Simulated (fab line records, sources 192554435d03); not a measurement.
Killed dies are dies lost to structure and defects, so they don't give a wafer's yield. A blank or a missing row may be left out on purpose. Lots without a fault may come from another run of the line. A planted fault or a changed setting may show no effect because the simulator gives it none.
A struck lot beside a sound one | flow n5_finfet | 15 steps out of a route of 1938
Sound: wafers L112.2, L112.3, L112.5. Struck: wafers L114.3, L114.4, L114.6. The cause comes at the end.
At each step with rows: each side's tool, then ch and its chambers, then its first start. Under that, the readings that differ: sound wafers | struck wafers | difference of the means | sigmas: that difference in standard deviations of wafers without a fault.
alike: readings whose means differ by less than 2 such deviations, and words and numbers that are the same on both sides. not compared: withheld readings, readings that some wafer has no value for, bounds like >300 that may hide the same value, and numbers for which the record gives no deviation and whose values overlap.
The two part at a step that has a row with sigmas, a row that says differs or no value, or rows on one side only. Numbers that don't overlap but have no deviation are shown without sigmas and don't part them. A reading that every wafer of one side lacks parts them only if that side has two wafers or more.

first, 8 steps without rows for these wafers: N5_BEOL_M14_COAT_58 (time 60 s, resist thk 89 nm); N5_BEOL_M14_COAT_04 (resist thk 800 nm); N5_BEOL_M14_EBR_06; N5_BEOL_M14_SOFTBAKE_05 (time 60 s); N5_BEOL_M14_EXPOSE_07 (exposes mask V13); N5_BEOL_M14_PEB_08 (peb time 90 s); N5_BEOL_M14_DEVELOP_09 (develop time 45 s); N5_BEOL_M14_HARDBAKE_14 (time 120 s).
N5_BEOL_M14_CD_MEAS_10: target cd 250 nm.
  sound on cd_sem-02 ch 0, day 10 21:22; struck on cd_sem-02 ch 0, day 12 16:17
  alike: cd_nm
N5_BEOL_M14_OVL_MEAS_11:
  sound on overlay-01 ch 0, day 10 21:23; struck on overlay-02 ch 0, day 12 16:19
  alike: V13_OVL
N5_BEOL_M14_INSPECT_12: inspects for defects (macro).
  sound on defect_inspect-01, day 10 21:25; struck on defect_inspect-01, day 12 16:20
  alike: raw_defect_count
N5_BEOL_M14_DESCUM_15: chemistry O2, time 7.9 s.
  sound on rie_diel-06 ch 2,3, day 10 21:49; struck on rie_diel-06 ch 0,2,3, day 12 16:22
  alike: drypump_motor_current_A, oes_product_au, rf_vpp_V, showerhead_plenum_p_Torr, throttle_valve_pct
  not compared: rf_hours_counter_h
N5_BEOL_M14_ETCH_59: etches BARC in N2/H2, target depth 89 nm, overetch 26.7 nm, time 67.9 s.
  sound on rie_diel-06 ch 2,3, day 10 21:50; struck on rie_diel-06 ch 0,2,3, day 12 16:25
  reading                | sound             | struck            | difference | sigmas
  h2_flow_sccm (sccm)    | 201.4 198.7 200.8 | 179.2 178.5 181.3 | -20.6      | -30
  throttle_valve_pct (%) | 17.57 17.82 17.57 | 17.08 17.32 17.17 | -0.46      | -2
  alike: drypump_motor_current_A, oes_product_au, rf_vpp_V, showerhead_plenum_p_Torr
  not compared: rf_hours_counter_h
N5_BEOL_M14_VIA_ETCH_16: etches SiO2 in C4F8/O2/Ar, target depth 1231.3 nm.
  sound on rie_diel-06 ch 2,3, day 10 21:54; struck on rie_diel-06 ch 0,2,3, day 12 16:28
  alike: drypump_motor_current_A, oes_product_au, rf_vpp_V, showerhead_plenum_p_Torr, throttle_valve_pct
N5_PASSIVATION_PROBE_49:
  sound on prober-01, day 11 21:04; struck on prober-01, day 13 19:50
  alike: defect_limited_yield, killed_at_M0_to_M3, killed_at_M4_up, killed_at_contacts, killed_at_front_end, killed_at_other, killed_dies, killed_open, killed_short, sort_bin_5_function, sort_bin_6_memory, sort_bin_8_speed, sort_n_pass, sort_yield_pct

WHERE THEY PART
Only at N5_BEOL_M14_ETCH_59, within this record. Later steps at which nothing parts them and some readings are alike: N5_BEOL_M14_VIA_ETCH_16, N5_PASSIVATION_PROBE_49.

WHY: what the simulator had put in
Process parameter drift: rie_diel-06, from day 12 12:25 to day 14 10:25, at N5_BEOL_M14_ETCH_59. Setting h2_flow_sccm, moved by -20, from 200. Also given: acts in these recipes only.
